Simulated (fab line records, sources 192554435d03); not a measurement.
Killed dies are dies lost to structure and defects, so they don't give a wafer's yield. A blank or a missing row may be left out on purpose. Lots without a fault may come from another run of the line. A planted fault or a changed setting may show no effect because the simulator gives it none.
One fault seen from 2 desks | flow n5_finfet | each desk has only its own numbers; what lay behind them comes last

THE TOOL OWNER'S DESK: rie_diel-04
The tool's own readings at N5_BEOL_M8_ETCH_62 (etches SOC in N2/H2, target depth 110 nm, overetch 22 nm, time 165 s): means of the sampled wafers that have a number, for each lot that ran on this tool. A lot is out of limits, marked OUT, if its mean lies more than 4 standard deviations from the usual mean; the brackets give that distance.
Columns: A = drypump_motor_current_A at N5_BEOL_M8_ETCH_62, usual 5.8 A; B = oes_product_au at N5_BEOL_M8_ETCH_62, usual 0.71 a.u.; C = rf_vpp_V at N5_BEOL_M8_ETCH_62, usual 523.9 V; D = showerhead_plenum_p_Torr at N5_BEOL_M8_ETCH_62, usual 2.55 Torr; E = throttle_valve_pct at N5_BEOL_M8_ETCH_62, usual 17.72 %
lot  | first seen here | A   | B    | C     | D    | E
L554 | day 10 01:28    | 5.9 | 0.63 | 524.1 | 2.56 | 17.81
L558 | day 11 06:46    | 6.3 | 0.68 | 524.9 | 2.57 | 17.79
L564 | day 12 15:10    | 5.8 | 0.71 | 524.0 | 2.52 | 17.54
L563 | day 13 03:51    | 5.8 | 0.70 | 523.1 | 2.52 | 17.55
L570 | day 13 21:49    | 5.4 | 0.74 | 522.5 | 2.51 | 17.48
This desk's finding: nothing out of limits on any of the 5 lots.

THE METROLOGY DESK
What the gauges read, lot by lot, whatever tool the lot ran on: means of the sampled wafers that have a number. A lot is out of limits, marked OUT, if its mean lies more than 4 standard deviations from the usual mean; the brackets give that distance.
Columns: A = cd_nm at N5_PASSIVATION_CD_MEAS_30, usual 4000.1 nm; B = cd_nm at N5_PASSIVATION_CD_MEAS_44, usual 40000 nm
lot  | first seen here | A      | B
L551 | day 12 13:04    | 3999.1 | 40001
L552 | day 12 17:15    | 3998.6 | 40000
L554 | day 12 18:16    | 3999.1 | 39995
L555 | day 13 12:02    | 3998.6 | 40002
L556 | day 13 19:45    | 4000.7 | 40003
L558 | day 14 14:00    | 4003.0 | 39999
L564 | day 15 14:04    | 3999.0 | 40001
L563 | day 15 21:43    | 4000.4 | 40005
L570 | day 16 20:42    | 4001.7 | 40000
L571 | day 18 10:28    | 4000.6 | 39999
L573 | day 19 01:04    | 4001.5 | 40001
This desk's finding: nothing out of limits on any of the 11 lots.

PUT TOGETHER
The tool owner's desk saw nothing out of limits.
The metrology desk saw nothing out of limits.

WHAT THE SIMULATOR HAD PUT IN
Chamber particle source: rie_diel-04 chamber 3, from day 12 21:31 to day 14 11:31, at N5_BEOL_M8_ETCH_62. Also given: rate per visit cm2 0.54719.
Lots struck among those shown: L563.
